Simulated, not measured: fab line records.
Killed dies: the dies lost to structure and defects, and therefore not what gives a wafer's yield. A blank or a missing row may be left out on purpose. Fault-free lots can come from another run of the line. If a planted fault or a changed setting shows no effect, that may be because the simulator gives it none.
Matching of chambers || flow nand harc || NHARC_P_CONTACT_CMP_24 on cmp-04 has 4 sister chambers
The step polishes, t overpolish 30 s, target thk 200 nm. 8 wafers are shown with their chamber, then 7 later ones without.

== WAFERS PAIRED WITH THEIR CHAMBERS ==
{"wafer": "L076.2", "chamber": 0, "motor current A (A)": 10.4, "overpolish run s (s)": 29.998}
{"wafer": "L077.2", "chamber": 3, "motor current A (A)": 14.9, "overpolish run s (s)": 30.000}
{"wafer": "L077.6", "chamber": 1, "motor current A (A)": 12.1, "overpolish run s (s)": 30.006}
{"wafer": "L079.1", "chamber": 2, "motor current A (A)": 14.5, "overpolish run s (s)": 30.010}
{"wafer": "L079.3", "chamber": 1, "motor current A (A)": 12.5, "overpolish run s (s)": 29.991}
{"wafer": "L079.5", "chamber": 0, "motor current A (A)": 11.0, "overpolish run s (s)": 29.987}
{"wafer": "L081.1", "chamber": 3, "motor current A (A)": 14.3, "overpolish run s (s)": 30.005}
{"wafer": "L081.3", "chamber": 2, "motor current A (A)": 14.6, "overpolish run s (s)": 30.002}

== WAFERS WITH NO CHAMBER GIVEN ==
{"wafer": "L081.5", "motor current A (A)": 10.0, "overpolish run s (s)": 30.000}
{"wafer": "L083.1", "motor current A (A)": 14.7, "overpolish run s (s)": 29.990}
{"wafer": "L083.5", "motor current A (A)": 10.7, "overpolish run s (s)": 30.006}
{"wafer": "L083.6", "motor current A (A)": 14.6, "overpolish run s (s)": 30.007}
{"wafer": "L086.1", "motor current A (A)": 12.1, "overpolish run s (s)": 30.024}
{"wafer": "L086.2", "motor current A (A)": 10.5, "overpolish run s (s)": 29.985}
{"wafer": "L086.6", "motor current A (A)": 10.4, "overpolish run s (s)": 30.006}

== WHICH CHAMBER EACH WENT THROUGH ==
{"wafer": "L081.5", "from the rows above": 0, "in truth": 0}
{"wafer": "L083.1", "from the rows above": "can't be placed: 3 or 2", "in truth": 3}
{"wafer": "L083.5", "from the rows above": 0, "in truth": 0}
{"wafer": "L083.6", "from the rows above": "can't be placed: 2 or 3", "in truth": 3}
{"wafer": "L086.1", "from the rows above": 1, "in truth": 1}
{"wafer": "L086.2", "from the rows above": 0, "in truth": 0}
{"wafer": "L086.6", "from the rows above": 0, "in truth": 0}
Placed correctly: 5 of 7. Can't be placed from these rows: 2 (the true chamber is among the candidates in 2). Wrongly placed: 0.
How it was worked out, from the rows above alone: a wafer's distance from a chamber is the root of the sum, over the readings, of the square of ((its reading less the chamber's mean) divided by the reading's scatter). If the next closest chamber is less than 2 further off than the closest, the wafer can't be placed; otherwise it belongs to the closest. Each chamber's mean is taken over the wafers shown for it. The scatter: the root of (the sum of the squares of (reading less its chamber's mean) over the shown wafers, divided by (wafers less chambers)).
